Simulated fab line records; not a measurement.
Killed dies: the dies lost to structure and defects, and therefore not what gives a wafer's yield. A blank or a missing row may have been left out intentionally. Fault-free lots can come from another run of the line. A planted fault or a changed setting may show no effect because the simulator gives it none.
Which tool is to blame? :: flow nand harc :: 18 wafers from 6 lots sampled at 2 of the route's 1302 steps

== WHAT EACH GAUGE READ, for each wafer ==
NHARC_A_SLIT_CD_MEAS_21.
lot: L876
measured: day 20 11:47
on: cd sem-01
cd nm (nm): 288.9 288.0 288.2

lot: L881
measured: day 23 07:54
on: cd sem-03
cd nm (nm): 290.6 289.8 289.0

lot: L889
measured: day 26 00:08
on: cd sem-02
cd nm (nm): 289.5 289.3 289.5

lot: L892
measured: day 26 12:19
on: cd sem-03
cd nm (nm): 289.6 289.3 289.3

lot: L894
measured: day 28 04:38
on: cd sem-01
cd nm (nm): 289.2 289.2 289.3

lot: L897
measured: day 29 08:05
on: cd sem-02
cd nm (nm): 288.8 288.9 289.1

== EACH LOT AND THE TOOL THAT RAN IT (in order: tool; ch and the chambers of the sampled wafers; start) ==
lot: L876
NHARC_A_SLIT_ETCH_29: rie diel-07 ch 0,2,3, day 20 11:15

lot: L881
NHARC_A_SLIT_ETCH_29: rie diel-01 ch 0,2,3, day 23 07:22

lot: L889
NHARC_A_SLIT_ETCH_29: rie diel-01 ch 0,1,2, day 25 23:35

lot: L892
NHARC_A_SLIT_ETCH_29: rie diel-02 ch 1,3, day 26 11:47

lot: L894
NHARC_A_SLIT_ETCH_29: rie diel-02 ch 2,3, day 28 04:05

lot: L897
NHARC_A_SLIT_ETCH_29: rie diel-01 ch 2,3, day 29 07:34
- NHARC_A_SLIT_ETCH_29: etches the open film in CF4/O2, target depth 100 nm, overetch 10 nm, time 55 s.

== THE ANSWER, worked out from the rows above alone ==
Rule: what is usual is taken from the lots themselves. Put in order of their means at a reading, lots are off if they are a third of the lots or fewer, leave a main group of 4 or more, and stand apart from it by a gap of 3 or more times the standard deviation of the main group's means; of several such gaps the widest counts. If all means in a main group match to the digits the tables above print for the reading, that group is not used. A lot without any number at a reading at which 4 lots or more have one is off too. All remaining lots with rows at the step are treated as sound.
None of the lots is off at any reading shown; this tells nothing.

== WHAT HAD BEEN PUT IN BY THE SIMULATOR ==
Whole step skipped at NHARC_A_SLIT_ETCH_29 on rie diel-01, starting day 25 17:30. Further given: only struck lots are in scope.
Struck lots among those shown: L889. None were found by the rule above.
